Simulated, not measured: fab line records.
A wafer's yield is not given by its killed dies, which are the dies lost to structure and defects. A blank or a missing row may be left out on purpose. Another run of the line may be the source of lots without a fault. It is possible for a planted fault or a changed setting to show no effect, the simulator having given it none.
Split-lot trial :: flow n5Finfet :: 21 wafers read from 7 lots, route of 1938 steps

ABOUT THE SPLIT
At N5_MIM_TOP_SPUTTER_03 (material TiN, target thk 35 nm, time 89.7 s), the setting timeS was moved away from the recipe's 89.7 s on 7 of the 21 wafers read, by -13.3% to +10.7%. All remaining wafers had this setting at the recipe value.

Reading taken at the split's own step.

THE READING
TiN_of_MIM_TOP_SPUTTER_03.thkNm (the simulator's own value, which no gauge read), in nm, at N5_MIM_TOP_SPUTTER_03 (material TiN, target thk 35 nm, time 89.7 s). No usual value for it is given in the file. Average 34.8 nm, standard deviation 0.56 nm, over the 14 wafers here run with the recipe.

wafer: L077.1
tool, chamber at the split: pvdSputter-01, -
timeS as run, s: 89.7
against the recipe: recipe
TiN_of_MIM_TOP_SPUTTER_03.thkNm, nm: 34.6
against lot-mates on the recipe: -

wafer: L077.5
tool, chamber at the split: pvdSputter-01, -
timeS as run, s: 89.7
against the recipe: recipe
TiN_of_MIM_TOP_SPUTTER_03.thkNm, nm: 34.2
against lot-mates on the recipe: -

wafer: L077.6
tool, chamber at the split: pvdSputter-01, -
timeS as run, s: 89.7
against the recipe: recipe
TiN_of_MIM_TOP_SPUTTER_03.thkNm, nm: 34.2
against lot-mates on the recipe: -

wafer: L074.1
tool, chamber at the split: pvdSputter-01, -
timeS as run, s: 89.7
against the recipe: recipe
TiN_of_MIM_TOP_SPUTTER_03.thkNm, nm: 34.2
against lot-mates on the recipe: -

wafer: L074.3
tool, chamber at the split: pvdSputter-01, -
timeS as run, s: 89.7
against the recipe: recipe
TiN_of_MIM_TOP_SPUTTER_03.thkNm, nm: 34
against lot-mates on the recipe: -

wafer: L074.4
tool, chamber at the split: pvdSputter-01, -
timeS as run, s: 77.79
against the recipe: -13.3%
TiN_of_MIM_TOP_SPUTTER_03.thkNm, nm: 30
against lot-mates on the recipe: -4.1

wafer: L079.3
tool, chamber at the split: pvdSputter-03, -
timeS as run, s: 94.83
against the recipe: +5.7%
TiN_of_MIM_TOP_SPUTTER_03.thkNm, nm: 37.4
against lot-mates on the recipe: +2.6

wafer: L079.4
tool, chamber at the split: pvdSputter-03, -
timeS as run, s: 89.7
against the recipe: recipe
TiN_of_MIM_TOP_SPUTTER_03.thkNm, nm: 34.8
against lot-mates on the recipe: -

wafer: L079.5
tool, chamber at the split: pvdSputter-03, -
timeS as run, s: 94.83
against the recipe: +5.7%
TiN_of_MIM_TOP_SPUTTER_03.thkNm, nm: 36.8
against lot-mates on the recipe: +2.0

wafer: L083.1
tool, chamber at the split: pvdSputter-03, -
timeS as run, s: 89.7
against the recipe: recipe
TiN_of_MIM_TOP_SPUTTER_03.thkNm, nm: 35.6
against lot-mates on the recipe: -

wafer: L083.2
tool, chamber at the split: pvdSputter-03, -
timeS as run, s: 89.7
against the recipe: recipe
TiN_of_MIM_TOP_SPUTTER_03.thkNm, nm: 35
against lot-mates on the recipe: -

wafer: L083.4
tool, chamber at the split: pvdSputter-03, -
timeS as run, s: 89.7
against the recipe: recipe
TiN_of_MIM_TOP_SPUTTER_03.thkNm, nm: 35.8
against lot-mates on the recipe: -

wafer: L091.2
tool, chamber at the split: pvdSputter-01, -
timeS as run, s: 99.29
against the recipe: +10.7%
TiN_of_MIM_TOP_SPUTTER_03.thkNm, nm: 38.4
against lot-mates on the recipe: +4.0

wafer: L091.6
tool, chamber at the split: pvdSputter-01, -
timeS as run, s: 99.29
against the recipe: +10.7%
TiN_of_MIM_TOP_SPUTTER_03.thkNm, nm: 38.4
against lot-mates on the recipe: +4.0

wafer: L091.5
tool, chamber at the split: pvdSputter-01, -
timeS as run, s: 89.7
against the recipe: recipe
TiN_of_MIM_TOP_SPUTTER_03.thkNm, nm: 34.4
against lot-mates on the recipe: -

wafer: L092.2
tool, chamber at the split: pvdSputter-02, -
timeS as run, s: 89.7
against the recipe: recipe
TiN_of_MIM_TOP_SPUTTER_03.thkNm, nm: 35.4
against lot-mates on the recipe: -

wafer: L092.3
tool, chamber at the split: pvdSputter-02, -
timeS as run, s: 89.7
against the recipe: recipe
TiN_of_MIM_TOP_SPUTTER_03.thkNm, nm: 34.8
against lot-mates on the recipe: -

wafer: L092.4
tool, chamber at the split: pvdSputter-02, -
timeS as run, s: 89.7
against the recipe: recipe
TiN_of_MIM_TOP_SPUTTER_03.thkNm, nm: 34.6
against lot-mates on the recipe: -

wafer: L094.1
tool, chamber at the split: pvdSputter-01, -
timeS as run, s: 80.8
against the recipe: -9.9%
TiN_of_MIM_TOP_SPUTTER_03.thkNm, nm: 31.6
against lot-mates on the recipe: -3.8

wafer: L094.3
tool, chamber at the split: pvdSputter-01, -
timeS as run, s: 80.8
against the recipe: -9.9%
TiN_of_MIM_TOP_SPUTTER_03.thkNm, nm: 31.2
against lot-mates on the recipe: -4.2

wafer: L094.6
tool, chamber at the split: pvdSputter-01, -
timeS as run, s: 89.7
against the recipe: recipe
TiN_of_MIM_TOP_SPUTTER_03.thkNm, nm: 35.4
against lot-mates on the recipe: -

THE FIT
A straight line over all 21 wafers: TiN_of_MIM_TOP_SPUTTER_03.thkNm changes by +0.351 nm for each +1% of timeS; r = +0.97; the points scatter about the line by 0.51 nm.
The same after taking each lot's own level away (the mean of its wafers on the recipe; 21 wafers): +0.368 nm for each +1%; r = +0.99; scatter 0.33 nm.
On that fit, the largest move of timeS shifts the reading by 4.9 nm.
Measured against the standard deviation above, the lots' own levels, which go from 34.10 to 35.47 nm, span 2.4 times it.
So the lot-to-lot level changes the slope little: the two slopes agree.
Check: -5.2 nm against its lot-mates is what the line predicts for one of the wafers moved furthest among these (-13.3%) when that wafer is left out of the fit. It came out at -4.1 nm against them.

OTHER SPLITS APPLIED TO THESE WAFERS
Before the reading, these wafers also passed through other splits. Each is held against what the fit with the lots' levels taken away leaves over:
other split on the same wafers: N5_BEOL_M14_ILD_DEP_00 timeS
wafers away from the commonest value: 7
r with TiN_of_MIM_TOP_SPUTTER_03.thkNm (lot level and that fit taken away): +0.40

other split on the same wafers: N5_BEOL_M14_EXPOSE_07 doseMj
wafers away from the commonest value: 8
r with TiN_of_MIM_TOP_SPUTTER_03.thkNm (lot level and that fit taken away): -0.13

other split on the same wafers: N5_BEOL_M15_DEP_53 timeS
wafers away from the commonest value: 9
r with TiN_of_MIM_TOP_SPUTTER_03.thkNm (lot level and that fit taken away): +0.10

FILE'S OWN FIT
TiN_of_MIM_TOP_SPUTTER_03.thkNm changes by +0.356 nm for each +1% of timeS, r = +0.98.
